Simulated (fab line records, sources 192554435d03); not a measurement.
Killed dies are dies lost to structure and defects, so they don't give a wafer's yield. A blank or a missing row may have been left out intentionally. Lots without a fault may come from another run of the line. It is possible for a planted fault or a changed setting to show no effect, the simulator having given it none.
Code-filled problem report in 8D (eight disciplines) form -- flow n5Finfet -- the parts of the form that need people (team, actions taken, sign-off) are left out

== 1. THE PROBLEM ==
At N5_BEOL_M12_COAT_58, spinSpeedRpm averages 1406.4 rpm over 6 wafers from 2 lots, while fault-free wafers read 1500.1 rpm, standard deviation 1.1. Relative to the usual mean, that is a shift of -85 standard deviations.
The step: time 60 s, resist thk 89 nm.
Seen first at day 13 17:39 on lithoTrack-02, wafer L447.1. Wafers with a number at this step in the record: 33, from 11 lots. Rule for "out", or "out of limits": more than 4 standard deviations from the usual mean. The other wafers with a number count as sound.

== 2. WHAT IT IS, AND WHAT IT ISN'T ==
question,is,is not
which readings at this step,spinSpeedRpm,-
which lots,"L447, L450","L440, L443, L445, L446, L448, L457, L458, L460, L462"
which wafers of those lots,all that have a number,-
read on which tools,lithoTrack-02,"lithoTrack-01, lithoTrack-04"
when,from day 13 17:39,"up to then (12 sound wafers); but 15 sound wafers of L448, L457, L458, L460, L462 came after"

== 3. WHAT RULES OUT EACH SUSPECT ==
Counting: any tool at a process step up to the reading is kept as a suspect provided that every lot that is out went through it and no sound lot did after the first of them.
- lithoTrack-02 at N5_BEOL_M12_COAT_58 (time 60 s, resist thk 89 nm): kept. It ran every lot that is out, first L447 (day 13 17:39), and no sound lot after that; its last sound lot up to then is L446 (day 13 17:22). Out on those wafers are its own readings of spinSpeedRpm.
The count leaves lithoTrack-02 at N5_BEOL_M12_COAT_58.

== 4. THE CAUSE (what the simulator had put in) ==
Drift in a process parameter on lithoTrack-02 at N5_BEOL_M12_COAT_58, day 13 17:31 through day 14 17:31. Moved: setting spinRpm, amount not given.
Counting left only this tool.

== 5. THE EFFECT CHAIN, in route order ==
Each row: a reading where the mean over the struck wafers with a number is more than 3 standard deviations away from the usual. Only readings whose record carries a usual standard deviation are examined. hours: median over the lots of the time between each lot's start at the first step of this table that gives one and its start at this step. sigmas: the change, counted in usual standard deviations.
hours,step,reading,usual,on struck wafers,change,sigmas
0,N5_BEOL_M12_COAT_58,spinSpeedRpm,1500.1 rpm,1406.4,-93.7,-85
1,N5_BEOL_M12_STRIP_64,stripTimeToEndpointS,31.28 s,32.12,+0.84,+13
The process steps in it:
- N5_BEOL_M12_COAT_58: time 60 s, resist thk 89 nm.
- N5_BEOL_M12_STRIP_64: strips in N2/H2.
Later measuring or inspecting steps at which every struck wafer that the step has a row for has a number for every such reading, and none has moved that far: N5_BEOL_M12_INSPECT_12.

== 6. HOW IT WOULD HAVE BEEN CAUGHT EARLIER ==
In this record the first reading out of limits was taken at day 13 17:39, 0 hours after the fault began at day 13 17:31.
